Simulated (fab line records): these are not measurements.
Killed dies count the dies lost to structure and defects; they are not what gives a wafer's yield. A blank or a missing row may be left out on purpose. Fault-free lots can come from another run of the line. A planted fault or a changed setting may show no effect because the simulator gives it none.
The same fault as seen by 2 desks :: flow n5Finfet :: what lay behind the numbers comes last; until then each desk has only its own

== AT THE TOOL OWNER'S DESK: rieDiel-03 ==
The tool's own readings at N5_BEOL_M5_ETCH_72 (etches underlayer in N2/H2, target depth 6.5 nm, time 5.2 s): means of the sampled wafers that have a number, for each lot that ran on this tool. If a lot's mean is further than 4 standard deviations from the usual mean, the lot is out of limits and carries the mark OUT (the distance appears in the brackets).
Columns: A = biasW at N5_BEOL_M5_ETCH_72, usual 150.0 W; B = drypumpMotorCurrentA at N5_BEOL_M5_ETCH_72, usual 5.8 A; C = etchRfOnTimeS at N5_BEOL_M5_ETCH_72, usual 5.20 s; D = oesProductAu at N5_BEOL_M5_ETCH_72, usual 0.66 a.u.; E = rfVppV at N5_BEOL_M5_ETCH_72, usual 524.2 V; F = showerheadPlenumPTorr at N5_BEOL_M5_ETCH_72, usual 2.56 Torr; G = throttleValvePct at N5_BEOL_M5_ETCH_72, usual 18.0 %
lot: L533
first seen here: day 8 03:56
A: 149.9
B: 6.2
C: 5.38
D: 0.66
E: 525.9
F: 2.58
G: 17.8

lot: L532
first seen here: day 8 12:12
A: 150.2
B: 5.8
C: 5.44
D: 0.62
E: 525.0
F: 2.56
G: 17.9

lot: L540
first seen here: day 10 17:17
A: 146.7 (-7.9) OUT
B: 6.2
C: 5.38
D: 0.65
E: 517.5
F: 2.57
G: 17.8

lot: L545
first seen here: day 11 17:09
A: 146.7 (-7.9) OUT
B: 6.1
C: 5.37
D: 0.60
E: 517.4
F: 2.55
G: 17.8
This desk's verdict: out of limits on L540, L545, starting with L540 at day 10 17:17 (biasW at N5_BEOL_M5_ETCH_72). L533, L532: within limits.

== METROLOGY DESK ==
Lot by lot, what the gauges showed, no matter which tool ran the lot: averages of those sampled wafers that carry a number. If a lot's mean is further than 4 standard deviations from the usual mean, the lot is out of limits and carries the mark OUT (the distance appears in the brackets).
Columns: A = M5_OVL at N5_BEOL_M5_OVL_MEAS_12, usual -0.6 nm
lot: L533
first seen here: day 8 03:49
A: -0.9

lot: L531
first seen here: day 8 12:02
A: -1.0

lot: L532
first seen here: day 8 12:04
A: -1.1

lot: L534
first seen here: day 9 08:11
A: -1.0

lot: L540
first seen here: day 10 17:10
A: -0.6

lot: L546
first seen here: day 11 16:42
A: -0.0

lot: L545
first seen here: day 11 16:56
A: -1.4

lot: L548
first seen here: day 12 01:41
A: -1.3

lot: L550
first seen here: day 12 23:16
A: -1.4

lot: L552
first seen here: day 13 07:11
A: -0.2

lot: L553
first seen here: day 13 14:07
A: -0.9
This desk found nothing out of limits on any of the 11 lots.

== BROUGHT TOGETHER ==
On L540, L545, at day 10 17:17, an alarm was possible from the tool owner's desk.
The metrology desk saw nothing out of limits.
The metrology desk has L540, L545 on record, within its limits.
On rieDiel-03, each named lot ran N5_BEOL_M5_ETCH_72.

== WHAT THE SIMULATOR HAD INSERTED ==
rieDiel-03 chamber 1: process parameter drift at N5_BEOL_M5_ETCH_72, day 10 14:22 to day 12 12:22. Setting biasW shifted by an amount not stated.
Lots struck among those shown: L540, L545.
Each desk's first reading out of limits, in hours after the fault started: the tool owner's desk, 3.
